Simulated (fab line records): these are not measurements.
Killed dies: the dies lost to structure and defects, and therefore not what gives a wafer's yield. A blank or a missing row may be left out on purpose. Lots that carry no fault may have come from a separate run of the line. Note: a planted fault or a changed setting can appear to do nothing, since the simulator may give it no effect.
Chamber matching || flow n5-finfet || N5_BEOL_M0_SAQP_SPACER2_ETCHBACK_27 on rie-diel-02 has 4 sister chambers
The step etches SiO2 in CHF3/O2, target depth 22.5 nm, time 11.25 s. 4 wafers are shown with their chamber, then 10 later ones without.

WAFERS, EACH WITH ITS CHAMBER
{"wafer": "L088.2", "chamber": 2, "drypump-motor-current-A (A)": 6.7}
{"wafer": "L088.5", "chamber": 3, "drypump-motor-current-A (A)": 6.4}
{"wafer": "L089.1", "chamber": 1, "drypump-motor-current-A (A)": 6.2}
{"wafer": "L089.2", "chamber": 0, "drypump-motor-current-A (A)": 5.0}

WAFERS WITH NO CHAMBER GIVEN
{"wafer": "L089.4", "drypump-motor-current-A (A)": 6.5}
{"wafer": "L090.3", "drypump-motor-current-A (A)": 6.5}
{"wafer": "L090.4", "drypump-motor-current-A (A)": 6.8}
{"wafer": "L090.6", "drypump-motor-current-A (A)": 6.2}
{"wafer": "L096.2", "drypump-motor-current-A (A)": 6.7}
{"wafer": "L096.3", "drypump-motor-current-A (A)": 6.5}
{"wafer": "L096.4", "drypump-motor-current-A (A)": 6.2}
{"wafer": "L097.1", "drypump-motor-current-A (A)": 6.7}
{"wafer": "L097.2", "drypump-motor-current-A (A)": 6.2}
{"wafer": "L097.6", "drypump-motor-current-A (A)": 5.0}

THE CHAMBER EACH PASSED THROUGH
{"wafer": "L089.4", "from the rows above": "can't be placed: 3 or 2", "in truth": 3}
{"wafer": "L090.3", "from the rows above": "can't be placed: 3 or 2", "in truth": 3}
{"wafer": "L090.4", "from the rows above": 2, "in truth": 2}
{"wafer": "L090.6", "from the rows above": 1, "in truth": 1}
{"wafer": "L096.2", "from the rows above": 2, "in truth": 2}
{"wafer": "L096.3", "from the rows above": "can't be placed: 3 or 2", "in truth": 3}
{"wafer": "L096.4", "from the rows above": 1, "in truth": 1}
{"wafer": "L097.1", "from the rows above": 2, "in truth": 2}
{"wafer": "L097.2", "from the rows above": 1, "in truth": 1}
{"wafer": "L097.6", "from the rows above": 0, "in truth": 0}
Correct placement for 7 of the 10. These rows do not allow placing 3 (true chamber among the candidates in 3). Placed wrongly: 0.
How it was worked out, from the rows above alone: a wafer's distance from a chamber is the root of the sum, over the readings, of the square of ((its reading less the chamber's mean) divided by the reading's scatter). If the next closest chamber is less than 2 further off than the closest, the wafer can't be placed; otherwise it belongs to the closest. A chamber's mean is the mean of its shown wafers. The scatter (one wafer shown for each chamber): square how far every hidden wafer sits from the nearest shown wafer, average those squares and take the square root.
